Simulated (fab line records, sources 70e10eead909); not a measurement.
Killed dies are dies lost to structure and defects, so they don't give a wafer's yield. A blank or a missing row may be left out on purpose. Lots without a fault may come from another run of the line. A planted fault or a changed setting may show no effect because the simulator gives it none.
Chamber matching | flow nand_harc | NHARC_A_CHANNEL_FILL_D2_ETCHBACK_19 on rie_si-04: 4 sister chambers
The step etches the open film in HBr/Cl2, target depth 5 nm, time 1.7 s. 14 wafers are shown with their chamber, then 7 later ones without.

WAFERS WITH THEIR CHAMBER
wafer  | chamber | drypump_motor_current_A (A) | oes_product_au (a.u.) | throttle_valve_pct (%)
L075.2 | 2       | 5.5                         | 1.008                 | 26.418
L075.5 | 3       | 5.6                         | 0.992                 | 26.411
L075.6 | 0       | 5.8                         | 1.004                 | 26.405
L081.2 | 1       | 6.2                         | 0.970                 | 26.419
L081.5 | 0       | 5.9                         | 0.994                 | 26.413
L081.6 | 3       | 5.6                         | 0.969                 | 26.401
L086.1 | 3       | 5.6                         | 0.982                 | 26.389
L086.2 | 1       | 6.2                         | 0.985                 | 26.410
L086.5 | 3       | 5.6                         | 0.975                 | 26.404
L087.1 | 1       | 6.2                         | 0.984                 | 26.411
L087.5 | 2       | 5.5                         | 0.988                 | 26.412
L087.6 | 1       | 6.2                         | 0.989                 | 26.399
L091.1 | 3       | 5.6                         | 0.999                 | 26.409
L091.2 | 2       | 5.5                         | 1.008                 | 26.412

SIGNATURES (means of the wafers above)
reading                 | chamber 0 | chamber 1 | chamber 2 | chamber 3 | scatter within a chamber
drypump_motor_current_A | 5.850     | 6.200     | 5.500     | 5.600     | 0.0224
oes_product_au          | 0.99900   | 0.98200   | 1.00133   | 0.98340   | 0.0106
throttle_valve_pct      | 26.40900  | 26.40975  | 26.41400  | 26.40280  | 0.00748
Rule: a wafer's distance from a chamber is the root of the sum, over the readings, of the square of ((its reading less the chamber's mean) divided by the reading's scatter). The wafer belongs to the nearest chamber; if the next one is less than 2 further off, it can't be placed. The scatter: the root of (the sum of the squares of (reading less its chamber's mean) over the shown wafers, divided by (wafers less chambers)).

WAFERS WITHOUT THEIR CHAMBER
wafer  | drypump_motor_current_A (A) | oes_product_au (a.u.) | throttle_valve_pct (%)
L091.3 | 6.2                         | 1.003                 | 26.397
L092.1 | 5.9                         | 0.996                 | 26.408
L092.3 | 6.2                         | 0.982                 | 26.407
L092.4 | 5.5                         | 1.001                 | 26.414
L097.2 | 6.2                         | 0.988                 | 26.416
L097.5 | 5.6                         | 1.001                 | 26.416
L097.6 | 5.5                         | 1.001                 | 26.397

WHICH CHAMBER EACH WENT THROUGH
wafer  | from the rows above | in truth
L091.3 | 1                   | 1
L092.1 | 0                   | 0
L092.3 | 1                   | 1
L092.4 | 2                   | 2
L097.2 | 1                   | 1
L097.5 | 3                   | 3
L097.6 | 2                   | 2
Placed correctly: 7 of 7. Can't be placed from these rows: 0. Placed wrongly: 0.
